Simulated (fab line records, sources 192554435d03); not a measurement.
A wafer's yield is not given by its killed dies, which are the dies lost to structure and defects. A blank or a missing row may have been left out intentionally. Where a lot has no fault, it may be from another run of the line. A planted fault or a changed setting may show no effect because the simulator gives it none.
Which tool is to blame?	flow n5Finfet	Sampling: 10 lots, 30 wafers, 5 of 1938 route steps

## WHAT THE GAUGES SHOWED, per wafer
N5_BEOL_M4_RC_MEAS_101. Usual: DIBL_N 36.4 mV/V, standard deviation 1.2; DIBL_P 36.1 mV/V, standard deviation 1.6; IOFF_N 0.156 nA/um, standard deviation 0.024; IOFF_P 0.21 nA/um, standard deviation 0.031; ION_N 674 uA/um, standard deviation 11; ION_P 463 uA/um, standard deviation 6.9; SS_N 71.5 mV/dec, standard deviation 0.5; SS_P 73.2 mV/dec, standard deviation 0.55; VT_N 250.0 mV, standard deviation 2.9; VT_P -250 mV, standard deviation 3.6.
lot	measured	on	DIBL_N (mV/V)	DIBL_P (mV/V)	IOFF_N (nA/um)	IOFF_P (nA/um)	ION_N (uA/um)	ION_P (uA/um)	SS_N (mV/dec)	SS_P (mV/dec)	VT_N (mV)	VT_P (mV)	flag
L329	day 8 06:26	prober-02	35.5 35.4 37.9	36.6 36.2 39.3	0.160 0.146 0.207	0.20 0.18 0.24	675 661 679	456 450 463	71.5 71.3 71.7	73.7 73.5 75.0	248.2 250.2 244.5	-252 -257 -249	
L328	day 8 05:44	prober-01	37.3 38.7 36.8	38.3 39.4 37.6	0.181 0.208 0.167	0.23 0.24 0.21	680 684 674	469 464 459	72.1 72.1 72.4	73.3 73.8 73.3	247.3 244.2 247.0	-250 -249 -251	
L332	day 8 23:57	prober-01	36.8 38.0 37.1	35.8 36.4 36.3	0.182 0.195 0.185	0.28 0.28 0.29	676 683 681	470 467 471	71.2 72.1 71.8	73.6 74.5 73.5	250.4 247.6 247.4	-245 -242 -243	
L333	day 9 03:59	prober-02	34.6 35.2 36.4	33.9 35.1 36.3	0.136 0.148 0.181	0.20 0.22 0.25	661 678 688	466 468 482	70.7 71.2 71.6	73.5 73.2 73.9	250.5 251.3 246.8	-249 -247 -246	
L334	day 9 11:13	prober-02	38.4 37.3 37.4	38.1 38.3 37.4	0.182 0.173 0.163	0.22 0.21 0.19	684 677 683	467 461 466	71.4 72.0 71.9	73.2 72.5 73.1	248.8 247.9 249.7	-250 -248 -249	
L337	day 10 16:43	prober-02	38.7 38.5 40.6	38.0 38.2 41.5	0.181 0.185 0.236	0.25 0.25 0.31	671 683 696	464 468 477	72.1 72.3 72.6	73.0 73.4 73.8	245.3 245.3 245.4	-246 -249 -242	
L340	day 11 03:54	prober-02	36.6 35.8 34.6	35.0 34.9 33.3	0.154 0.151 0.127	0.19 0.18 0.17	681 684 665	463 460 452	71.8 71.6 71.5	73.3 73.0 73.3	252.5 249.4 253.1	-252 -254 -257	
L341	day 11 12:38	prober-02	37.7 35.5 35.6	36.7 34.2 34.6	0.170 0.130 0.140	0.20 0.16 0.17	672 667 671	455 460 460	71.7 70.6 71.4	74.1 73.1 73.3	250.4 253.5 252.1	-252 -256 -254	
L348	day 14 02:38	prober-02	37.1 36.2 36.1	37.7 36.1 36.2	0.179 0.154 0.154	0.23 0.20 0.20	668 657 670	464 455 460	71.8 71.2 71.6	74.1 73.4 73.5	247.6 252.0 250.1	-249 -253 -253	
L349	day 14 02:44	prober-01	35.8 35.0 35.1	35.8 34.4 34.8	0.156 0.141 0.140	0.19 0.17 0.17	678 674 681	464 452 464	71.4 72.0 71.5	73.8 73.3 72.8	248.1 251.6 248.5	-253 -255 -254	

## TOOL THAT RAN EACH LOT (tool first, then ch and the chambers of the sampled wafers, then the start)
lot	N5_BEOL_M2_SPUTTER_92	N5_BEOL_M2_ANNEAL_93	N5_BEOL_M2_SPUTTER_94	N5_BEOL_M3_PECVD_72
L329	pvdSputter-03, day 7 05:55	pvdSputter-03, day 7 06:00	pvdSputter-03, day 7 06:08	pecvd-01 ch 0,1, day 7 07:35
L328	pvdSputter-02, day 7 07:43	pvdSputter-02, day 7 07:48	pvdSputter-02, day 7 07:56	pecvd-01 ch 1,2, day 7 09:50
L332	pvdSputter-03, day 8 01:36	pvdSputter-03, day 8 01:41	pvdSputter-03, day 8 01:49	pecvd-01 ch 1,2, day 8 03:16
L333	pvdSputter-02, day 8 07:26	pvdSputter-02, day 8 07:31	pvdSputter-02, day 8 07:40	pecvd-04 ch 0,1,2, day 8 10:35
L334	pvdSputter-01, day 8 16:34	pvdSputter-01, day 8 16:39	pvdSputter-01, day 8 16:47	pecvd-02 ch 0,2, day 8 18:14
L337	pvdSputter-01, day 9 19:05	pvdSputter-01, day 9 19:10	pvdSputter-01, day 9 22:58	pecvd-02 ch 0,2, day 10 00:30
L340	pvdSputter-03, day 10 05:40	pvdSputter-03, day 10 05:45	pvdSputter-03, day 10 05:53	pecvd-02 ch 0,2, day 10 07:22
L341	pvdSputter-03, day 10 11:34	pvdSputter-03, day 10 11:38	pvdSputter-03, day 10 11:47	pecvd-02 ch 0,2, day 10 13:15
L348	pvdSputter-01, day 12 22:27	pvdSputter-01, day 12 22:32	pvdSputter-01, day 12 22:40	pecvd-02 ch 0,1, day 13 00:07
L349	pvdSputter-03, day 13 01:44	pvdSputter-03, day 13 01:49	pvdSputter-03, day 13 01:57	pecvd-02 ch 0,1,2, day 13 03:23
- N5_BEOL_M2_SPUTTER_92: material Cu, target thk 4.5 nm, time 8.29 s.
- N5_BEOL_M2_ANNEAL_93: time 240 s.
- N5_BEOL_M2_SPUTTER_94: material Cu, target thk 4.5 nm, time 8.29 s.
- N5_BEOL_M3_PECVD_72: deposits SiO2 from TEOS/O2, target thk 16 nm, time 18 s.

## AS READ BY THE TOOLS THEMSELVES (means over the sampled wafers that have a number; for cases with no such wafer, the mark the record gives instead)
N5_BEOL_M2_SPUTTER_92. Usual: throttleValvePct 30.8 %, standard deviation 0.81.
lot	tool	throttleValvePct (%)	flag
L329	pvdSputter-03	30.2	
L328	pvdSputter-02	31.2	
L332	pvdSputter-03	30.4	
L333	pvdSputter-02	31.1	
L334	pvdSputter-01	31.1	
L337	pvdSputter-01	31.3	
L340	pvdSputter-03	30.0	
L341	pvdSputter-03	30.4	
L348	pvdSputter-01	30.7	
L349	pvdSputter-03	30.3	

N5_BEOL_M2_ANNEAL_93. Usual: heaterPowerW 830 W, standard deviation 85.
lot	tool	heaterPowerW (W)	flag
L329	pvdSputter-03	790	
L328	pvdSputter-02	849	
L332	pvdSputter-03	766	
L333	pvdSputter-02	864	
L334	pvdSputter-01	775	
L337	pvdSputter-01	826	
L340	pvdSputter-03	775	
L341	pvdSputter-03	879	
L348	pvdSputter-01	798	
L349	pvdSputter-03	778	

N5_BEOL_M2_SPUTTER_94. Usual: throttleValvePct 30.8 %, standard deviation 0.82.
lot	tool	throttleValvePct (%)	flag
L329	pvdSputter-03	30.4	
L328	pvdSputter-02	31.2	
L332	pvdSputter-03	30.1	
L333	pvdSputter-02	31.2	
L334	pvdSputter-01	31.1	
L337	pvdSputter-01	31.2	
L340	pvdSputter-03	30.3	
L341	pvdSputter-03	30.3	
L348	pvdSputter-01	30.6	
L349	pvdSputter-03	30.2	

N5_BEOL_M3_PECVD_72. Usual: chamberPressureTorr 5.502 Torr, standard deviation 0.011; heaterPowerOuterW 428 W, standard deviation 59; heaterPowerW 723 W, standard deviation 95; showerheadPlenumPTorr 8.79 Torr, standard deviation 0.052; showerheadVppV 1285 V, standard deviation 43; throttleValvePct 22.5 %, standard deviation 0.71.
lot	tool	chamberPressureTorr (Torr)	heaterPowerOuterW (W)	heaterPowerW (W)	showerheadPlenumPTorr (Torr)	showerheadVppV (V)	throttleValvePct (%)	flag
L329	pecvd-01	5.499	435	744	8.79	1298	22.9	
L328	pecvd-01	5.493	402	671	8.77	1230	23.5	
L332	pecvd-01	5.507	489	792	8.80	1242	23.3	
L333	pecvd-04	5.500	460	771	8.76	1291	22.9	
L334	pecvd-02	5.506	446	752	8.83	1281	22.5	
L337	pecvd-02	5.507	444	700	8.80	1288	22.3	
L340	pecvd-02	-	-	-	-	-	-	OFF
L341	pecvd-02	-	-	-	-	-	-	OFF
L348	pecvd-02	5.506	396	692	8.86	1309	22.1	
L349	pecvd-02	5.496	404	698	8.83	1300	22.4	

## THE ANSWER, worked out from the rows above alone
Rule: take the mean of a lot's wafers that have a number; if it is more than 3 standard deviations from the usual mean, the lot is off. Also off: a lot with no number at a reading for which 4 or more lots have one. Where the step has rows for the other lots, those lots are counted as sound. Order of review: gauges by route order, followed by the tools' own readings, for which a lot's mean as printed above is used. The first step at which some lot is off is used, and at that step the reading that is off furthest; a lot without a number counts as furthest.
Off, at N5_BEOL_M3_PECVD_72 on chamberPressureTorr: L340, L341. Without a number there: L340, L341.
A tool fits if, at that step or a process step before it, it ran every lot that is off, and no sound lot after the first of them. None of those tried fits.

## WHAT THE SIMULATOR PUT IN
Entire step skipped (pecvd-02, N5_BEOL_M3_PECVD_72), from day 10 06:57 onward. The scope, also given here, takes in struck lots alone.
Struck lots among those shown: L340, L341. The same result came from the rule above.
